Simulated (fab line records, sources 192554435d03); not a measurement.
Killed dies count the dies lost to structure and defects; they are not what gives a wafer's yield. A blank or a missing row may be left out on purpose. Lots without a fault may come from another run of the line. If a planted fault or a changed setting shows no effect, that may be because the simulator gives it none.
Matching of chambers	flow n5-finfet	N5_BEOL_M7_PECVD_70 on pecvd-04 has 3 sister chambers
The step deposits SiO2 from TEOS/O2, target thk 20 nm, time 22.7 s. 6 wafers are shown with their chamber, then 7 later ones without.

== EACH WAFER AND ITS CHAMBER ==
wafer	chamber	showerhead-plenum-p-Torr (Torr)	throttle-valve-pct (%)
L421.3	1	8.68	21.2
L422.4	1	8.67	21.4
L423.4	0	8.87	23.3
L423.6	2	8.86	21.4
L435.1	2	8.86	21.9
L435.2	0	8.85	23.3

== WAFERS WITHOUT THEIR CHAMBER ==
wafer	showerhead-plenum-p-Torr (Torr)	throttle-valve-pct (%)
L435.6	8.82	23.1
L436.1	8.69	21.0
L436.4	8.83	21.7
L436.6	8.69	21.5
L439.2	8.83	22.9
L439.4	8.68	21.4
L439.5	8.85	21.6

== THE CHAMBER EACH PASSED THROUGH ==
wafer	from the rows above	in truth
L435.6	0	0
L436.1	1	1
L436.4	2	2
L436.6	1	1
L439.2	0	0
L439.4	1	1
L439.5	2	2
7 of 7 placed correctly. Left unplaced by these rows: 0. Wrongly placed: 0.
How it was worked out, from the rows above alone: a wafer's distance from a chamber is the root of the sum, over the readings, of the square of ((its reading less the chamber's mean) divided by the reading's scatter). The wafer belongs to the nearest chamber; if the next one is less than 2 further off, it can't be placed. The mean given for a chamber averages the wafers shown for that chamber. How the scatter is found: for the shown wafers, subtract from each reading the mean of its chamber, square and add these, divide the total by (wafers less chambers), then take the root.
